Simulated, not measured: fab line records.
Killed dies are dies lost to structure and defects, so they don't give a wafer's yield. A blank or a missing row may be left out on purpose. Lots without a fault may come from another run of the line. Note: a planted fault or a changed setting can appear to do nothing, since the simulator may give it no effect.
Comparing a struck lot with a sound one ; flow nand_harc ; 14 out of 1302 route steps
Sound: wafers L921.2, L921.3, L921.6. Struck: wafers L925.4, L925.5. At the end, the cause is stated.
Each step with rows lists, per side, the tool, then ch with its chambers, then its first start. Under that, the readings that differ: sound wafers ; struck wafers ; difference of the means ; sigmas: that difference in standard deviations of wafers without a fault.
alike: readings with means less than 2 such deviations apart, plus words and numbers identical on both sides. not compared: withheld readings, readings lacking a value on some wafer, bounds such as >300 that could conceal the same value, and numbers that have no deviation in the record and whose values overlap.
Wherever a step has rows on one side only, a row that says differs or no value, or a row with sigmas, the two part there. Numbers that have no deviation but don't overlap get no sigmas and don't part them. A reading missing from all wafers of one side parts the sides only when that side holds two or more wafers.

first, 10 steps without rows for these wafers: NHARC_A_STAIRCASE_SRD_241; NHARC_A_STAIRCASE_DEHYDRATE_242 (time 120 s); NHARC_A_STAIRCASE_HMDS_243 (time 30 s); NHARC_A_STAIRCASE_COAT_244; NHARC_A_STAIRCASE_SOFTBAKE_245 (time 170 s); NHARC_A_STAIRCASE_EBR_246; NHARC_A_STAIRCASE_EXPOSE_247 (exposes mask SDS 1); NHARC_A_STAIRCASE_PEB_248 (peb time 130 s); NHARC_A_STAIRCASE_DEVELOP_249 (time 140 s); NHARC_A_STAIRCASE_HARDBAKE_251 (time 140 s).
NHARC_A_STAIRCASE_DESCUM_252: chemistry O2, time 3 s.
  sound on rie_diel-10 ch 2,3, day 18 23:33; struck on rie_diel-06 ch 1,3, day 21 02:16
  alike: drypump_motor_current_A, o2_flow_sccm, oes_product_au, rf_vpp_V, showerhead_plenum_p_Torr, throttle_valve_pct
  not compared: rf_hours_counter_h
NHARC_A_STAIRCASE_ETCH_253: etches the open film in C4F8/O2, target depth 50 nm, time 20.2 s.
  sound on rie_diel-10 ch 1,2, day 18 23:38; struck on rie_diel-06 ch 1,2, day 21 02:20
reading;sound;struck;difference;sigmas
oes_product_au (a.u.);0.979 0.961 0.966;0.718 0.752;-0.234;-12
  alike: rf_vpp_V
  not compared: rf_hours_counter_h
NHARC_A_STAIRCASE_STRIP_254: strips in O2.
  sound on plasma_asher-01 ch 0, day 18 23:44; struck on plasma_asher-02 ch 1, day 21 02:40
  alike: drypump_motor_current_A, heater_power_w
  not compared: rf_hours_counter_h
-- record jumps: 8 days between struck wafers' starts before vs after; left off in module A_STAIRCASE, resumes in module END, first step shown is number 1302 of the route --
NHARC_END_SORT_01:
  sound on prober-01 ch 0, day 27 14:50; struck on prober-01 ch 0, day 29 13:35
  alike: killed_at_array, killed_at_other, killed_at_periphery, killed_dies, killed_open, killed_short

## WHERE THEY PART
NHARC_A_STAIRCASE_ETCH_253 only, going by this record. Later steps at which nothing parts them and some readings are alike: NHARC_A_STAIRCASE_STRIP_254, NHARC_END_SORT_01.

WHY: whatever the simulator had introduced
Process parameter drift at NHARC_A_STAIRCASE_ETCH_253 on rie_diel-06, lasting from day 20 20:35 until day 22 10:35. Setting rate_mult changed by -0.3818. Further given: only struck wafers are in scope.
